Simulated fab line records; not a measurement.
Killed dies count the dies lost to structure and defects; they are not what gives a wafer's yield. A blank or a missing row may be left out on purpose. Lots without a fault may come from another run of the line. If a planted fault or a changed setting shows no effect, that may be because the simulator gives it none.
A struck lot beside a sound one ; flow nandHarc ; 15 out of 1159 route steps
Sound: wafers L946.2, L946.3, L946.4. The struck wafers were L954.1, L954.2, L954.6. At the end, the cause is stated.
Each step with rows lists, per side, the tool, then ch with its chambers, then its first start. Under that, the readings that differ: sound wafers ; struck wafers ; difference of the means ; sigmas: that difference in standard deviations of wafers without a fault.
alike: readings with means less than 2 such deviations apart, plus words and numbers identical on both sides. not compared: withheld readings, readings lacking a value on some wafer, bounds such as >300 that could conceal the same value, and numbers that have no deviation in the record and whose values overlap.
A row with sigmas, a row that says differs or no value, or rows on one side alone: a step with any of these is where the two part. When numbers do not overlap yet have no deviation, they are printed without sigmas and do not part them. A reading that every wafer of one side lacks parts them only if that side has two wafers or more.

NHARC_A_CONTACT_ETCH_138: etches the open film in C4F8/O2/Ar, time 132 s, target depth 1289 nm.
  sound on harCapEtch-02 ch 0,1, day 17 04:22; struck on harCapEtch-03 ch 0,1, day 19 13:31
  not compared: rfHoursCounterH
then, 1 step without rows for these wafers: NHARC_A_CONTACT_ETCH_139 (etches the open film in C4F8/O2/Ar, time 137 s, target depth 590 nm).
NHARC_A_CONTACT_ETCH_92: etches the open film in CH3F/O2, target depth 40 nm, time 85.7 s.
  sound on rieDiel-06 ch 0,1,3, day 17 05:00; struck on rieDiel-04 ch 0,3, day 19 14:10
  alike: biasW, drypumpMotorCurrentA, oesProductAu, rfVppV, showerheadPlenumPTorr, throttleValvePct
  not compared: rfHoursCounterH
NHARC_A_CONTACT_ETCH_98: etches the open film in C4F6/O2, target depth 20 nm, time 10 s.
  sound on rieDiel-06 ch 0,2,3; struck on rieDiel-04 ch 0,2
  alike: biasW, drypumpMotorCurrentA, oesProductAu, rfVppV, showerheadPlenumPTorr, throttleValvePct
  not compared: rfHoursCounterH
NHARC_A_CONTACT_CD_MEAS_15:
  struck on cdSem-01, day 19 14:23; sound on cdSem-02, day 17 05:13
reading;sound;struck;difference;sigmas
cdNm (nm);90.1 91.4 91.0;89.6 89.9 89.5;-1.2;-2
then, 3 steps without rows for these wafers: NHARC_A_CONTACT_STRIP_107 (strips in N2/H2); NHARC_A_CONTACT_STRIP_108 (strips in CF4/CHF3); NHARC_A_CONTACT_STRIP_109 (strips in O2/COS).
NHARC_A_CONTACT_ETCH_110: etches the open film in CF4/O2, target depth 50 nm, overetch 5 nm, time 27.5 s.
  sound on rieDiel-04 ch 1,2,3, day 17 06:01; struck on rieDiel-04 ch 0,2,3, day 19 14:41
  alike: biasW, cf4FlowSccm, drypumpMotorCurrentA, oesProductAu, rfVppV, showerheadPlenumPTorr, throttleValvePct
  not compared: rfHoursCounterH
then, 2 steps without rows for these wafers: NHARC_A_CONTACT_STRIP_26 (strips in O2); NHARC_A_CONTACT_STRIP_27 (strips in post etch residue remover, time 600 s).
NHARC_A_CONTACT_ALD_18: deposits TiN, target thk 3 nm, pulse time 1 s, ald cycles 150.
  sound on aldMetal-02 ch 1,2,3, day 17 06:41; struck on aldMetal-02 ch 0,1,2, day 19 15:24
  alike: heaterPowerW, precursorPulseHeightRel
NHARC_A_CONTACT_CVD_19: deposits W, target thk 300 nm, time 802 s.
  sound on cvdW-01 ch 0,1, day 17 10:56; struck on cvdW-01 ch 0,1, day 19 19:38
  alike: chamberPressureTorr, heaterPowerW, throttleValvePct
NHARC_A_CONTACT_CMP_20: polishes, t overpolish 30 s, target thk 300 nm.
  sound on cmp-02 ch 0,2,3, day 17 11:43; struck on cmp-04 ch 1,2,3, day 19 20:41
reading;sound;struck;difference;sigmas
timeToEndpointS (s);57 56 57;124 125 126;+68;+20
  alike: motorCurrentA, overpolishRunS
following that, these wafers have no rows for 1 step: NHARC_END_SORT_01.

## WHERE THEY PART
Earliest at NHARC_A_CONTACT_CD_MEAS_15; latest, in this record, at NHARC_A_CONTACT_CMP_20.

WHY: whatever the simulator had introduced
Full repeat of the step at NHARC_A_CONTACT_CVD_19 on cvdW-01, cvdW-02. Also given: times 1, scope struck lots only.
